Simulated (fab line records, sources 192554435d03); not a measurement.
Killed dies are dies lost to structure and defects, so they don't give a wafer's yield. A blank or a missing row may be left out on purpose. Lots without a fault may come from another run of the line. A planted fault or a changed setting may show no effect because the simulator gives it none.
Chamber matching | flow n5_finfet | N5_BEOL_M7_STRIP_36 on rie_diel-02: 4 sister chambers
The step strips in N2/H2. 4 wafers are shown with their chamber, then 7 later ones without.

WAFERS WITH THEIR CHAMBER
wafer  | chamber | showerhead_plenum_p_Torr (Torr)
L089.1 | 2       | 2.41
L089.2 | 1       | 2.64
L089.3 | 3       | 2.69
L089.5 | 0       | 2.67

WAFERS WITHOUT THEIR CHAMBER
wafer  | showerhead_plenum_p_Torr (Torr)
L089.6 | 2.64
L088.1 | 2.67
L088.4 | 2.41
L088.6 | 2.69
L096.1 | 2.40
L096.2 | 2.63
L096.6 | 2.63

WHICH CHAMBER EACH WENT THROUGH
wafer  | from the rows above | in truth
L089.6 | 1                   | 1
L088.1 | 0                   | 0
L088.4 | 2                   | 2
L088.6 | 3                   | 3
L096.1 | 2                   | 2
L096.2 | 1                   | 1
L096.6 | 1                   | 1
Placed correctly: 7 of 7. Can't be placed from these rows: 0. Placed wrongly: 0.
How it was worked out, from the rows above alone: a wafer's distance from a chamber is the root of the sum, over the readings, of the square of ((its reading less the chamber's mean) divided by the reading's scatter). The wafer belongs to the nearest chamber; if the next one is less than 2 further off, it can't be placed. A chamber's mean is the mean of its shown wafers. The scatter: with one shown wafer a chamber, the root of the mean of the squares of how far each hidden wafer lies from its nearest shown one.
